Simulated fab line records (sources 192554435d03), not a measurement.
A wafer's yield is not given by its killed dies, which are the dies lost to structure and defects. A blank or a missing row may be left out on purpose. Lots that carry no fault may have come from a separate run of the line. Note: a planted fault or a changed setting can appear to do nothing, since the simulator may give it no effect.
One fault through the eyes of 2 desks	flow n5 finfet	each desk holds nothing but its own numbers, with what lay behind them at the end

## METROLOGY DESK
What the gauges read for every lot (on any tool): the sampled wafers with a number, averaged. If a lot's mean is further than 4 standard deviations from the usual mean, the lot is out of limits and carries the mark OUT (the distance appears in the brackets). 7 of its 11 readings are shown, namely those furthest out on some lot.
Columns: A = DIBL_N at N5_BEOL_M4_RC_MEAS_101, usual 36.1 mV/V; B = DIBL_P at N5_BEOL_M4_RC_MEAS_101, usual 36 mV/V; C = IOFF_N at N5_BEOL_M4_RC_MEAS_101, usual 0.16 nA/um; D = IOFF_P at N5_BEOL_M4_RC_MEAS_101, usual 0.21 nA/um; E = SS_P at N5_BEOL_M4_RC_MEAS_101, usual 73.2 mV/dec; F = VT_N at N5_BEOL_M4_RC_MEAS_101, usual 249 mV; G = VT_P at N5_BEOL_M4_RC_MEAS_101, usual -250 mV
lot	first seen here	A	B	C	D	E	F	G
L659	day 5 20:55	35.4	33	0.13	0.18	72.7	254	-251
L660	day 5 22:59	38.0	40	0.20	0.27	73.9	246	-246
L662	day 6 22:13	37.4	38	0.19	0.24	74.0	248	-248
L665	day 7 01:11	35.2	34	0.13	0.16	72.8	253	-256
L666	day 7 08:53	30.8	30	0.09	0.14	71.9	256	-254
L668	day 8 02:40	36.2	35	0.14	0.22	72.8	252	-249
L670	day 8 08:07	34.3	33	0.13	0.17	72.4	252	-253
L677	day 10 09:39	37.8	39	0.18	0.23	74.3	248	-252
L678	day 10 13:10	40.1	43	0.28	0.35	75.1	241	-241
L679	day 10 16:55	37.1	35	0.16	0.19	73.1	248	-250
This desk's finding: nothing out of limits on any of the 10 lots.

## TOOL OWNER'S DESK, pecvd-04
The tool's own readings at N5_MOL_CONTACT_COAG_PECVD_31 (deposits SiO2 from TEOS/O2, target thk 46 nm, time 8.9 s): means of the sampled wafers that have a number, for each lot that ran on this tool. If a lot's mean is further than 4 standard deviations from the usual mean, the lot is out of limits and carries the mark OUT (the distance appears in the brackets).
Columns: A = susceptor temp C at N5_MOL_CONTACT_COAG_PECVD_31, usual 400.02 C
lot	first seen here	A
L660	day 5 18:33	400.09
L666	day 7 04:55	400.21
L670	day 8 04:35	404.97 (+22) OUT
This desk's verdict: out of limits on L670, starting with L670 at day 8 04:35 (susceptor temp C at N5_MOL_CONTACT_COAG_PECVD_31). L660, L666 stayed within limits.

## TAKEN TOGETHER
The tool owner's desk had the chance to raise an alarm at day 8 04:35 on L670.
From the metrology desk's view, nothing was out of limits.
The metrology desk holds a record of L670, inside its limits.
N5_MOL_CONTACT_COAG_PECVD_31 was run on pecvd-04 by each of the lots named.

## WHAT THE SIMULATOR HAD PUT IN
pecvd-04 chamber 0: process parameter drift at N5_MOL_CONTACT_COAG_PECVD_31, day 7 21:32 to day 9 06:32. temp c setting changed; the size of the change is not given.
Struck lots among those shown: L670.
Time in hours from fault onset to the first out-of-limits reading at each desk: the tool owner's desk, 7.
